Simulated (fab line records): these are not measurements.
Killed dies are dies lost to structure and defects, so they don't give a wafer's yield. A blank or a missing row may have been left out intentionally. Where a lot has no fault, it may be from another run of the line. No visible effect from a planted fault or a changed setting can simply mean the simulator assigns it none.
The same fault as seen by 2 desks / flow n5-finfet / each desk has only its own numbers; what lay behind them comes last

TOOL OWNER'S DESK, pecvd-02
The tool's own readings at N5_BEOL_M4_DEP_57 (deposits SiCN from 3MS/NH3, target thk 8 nm, time 14 s): means of the sampled wafers that have a number, for each lot that ran on this tool. A lot is out of limits, marked OUT, if its mean lies more than 4 standard deviations from the usual mean; the brackets give that distance.
Columns: A = chamber-pressure-Torr at N5_BEOL_M4_DEP_57, usual 2.999 Torr; B = showerhead-plenum-p-Torr at N5_BEOL_M4_DEP_57, usual 3.669 Torr; C = throttle-valve-pct at N5_BEOL_M4_DEP_57, usual 9.2 %
lot=L374; first seen here=day 9 05:51; A=3.001; B=3.678; C=9.3
lot=L381; first seen here=day 10 14:17; A=3.007; B=3.674; C=9.3
lot=L385; first seen here=day 11 12:34; A=2.999; B=3.673; C=9.1
lot=L384; first seen here=day 11 18:13; A=2.995; B=3.675; C=9.1
lot=L387; first seen here=day 11 20:32; A=3.002; B=3.685; C=9.3
This desk's finding: nothing out of limits on any of the 5 lots.

FROM THE METROLOGY DESK
Means of the sampled wafers that have a number, per lot and without regard to the tool the lot ran on: this is what the gauges read. A lot is out of limits, marked OUT, if its mean lies more than 4 standard deviations from the usual mean; the brackets give that distance. Only the readings that lie furthest out on some lot appear, 7 of the 12 it has.
Columns: A = M4_THK at N5_BEOL_M4_THK_MEAS_53, usual 40.5 nm; B = M4_RS at N5_BEOL_M4_RS_MEAS_58, usual 0.65 ohm/sq; C = DIBL_N at N5_BEOL_M4_RC_MEAS_101, usual 35.4 mV/V; D = ION_N at N5_BEOL_M4_RC_MEAS_101, usual 677 uA/um; E = ION_P at N5_BEOL_M4_RC_MEAS_101, usual 462 uA/um; F = VT_N at N5_BEOL_M4_RC_MEAS_101, usual 250 mV; G = VT_P at N5_BEOL_M4_RC_MEAS_101, usual -251 mV
lot=L374; first seen here=day 9 05:35; A=41.2; B=0.64; C=36.0; D=678; E=454; F=249; G=-254
lot=L376; first seen here=day 9 08:29; A=41.6; B=0.63; C=34.6; D=678; E=459; F=249; G=-251
lot=L381; first seen here=day 10 14:06; A=38.8; B=0.70; C=33.3; D=663; E=454; F=251; G=-255
lot=L385; first seen here=day 11 12:05; A=39.5; B=0.67; C=35.4; D=670; E=460; F=250; G=-248
lot=L384; first seen here=day 11 18:01; A=41.4; B=0.64; C=35.2; D=688; E=466; F=246; G=-248
lot=L387; first seen here=day 11 20:11; A=42.9; B=0.62; C=36.6; D=652; E=445; F=254; G=-256
lot=L395; first seen here=day 14 13:40; A=38.6; B=0.70; C=35.0; D=691; E=464; F=249; G=-253
This desk's finding: nothing out of limits on any of the 7 lots.

TAKEN TOGETHER
Nothing out of limits was seen by the tool owner's desk.
At the metrology desk, nothing out of limits was observed.

WHAT THE SIMULATOR HAD PUT IN
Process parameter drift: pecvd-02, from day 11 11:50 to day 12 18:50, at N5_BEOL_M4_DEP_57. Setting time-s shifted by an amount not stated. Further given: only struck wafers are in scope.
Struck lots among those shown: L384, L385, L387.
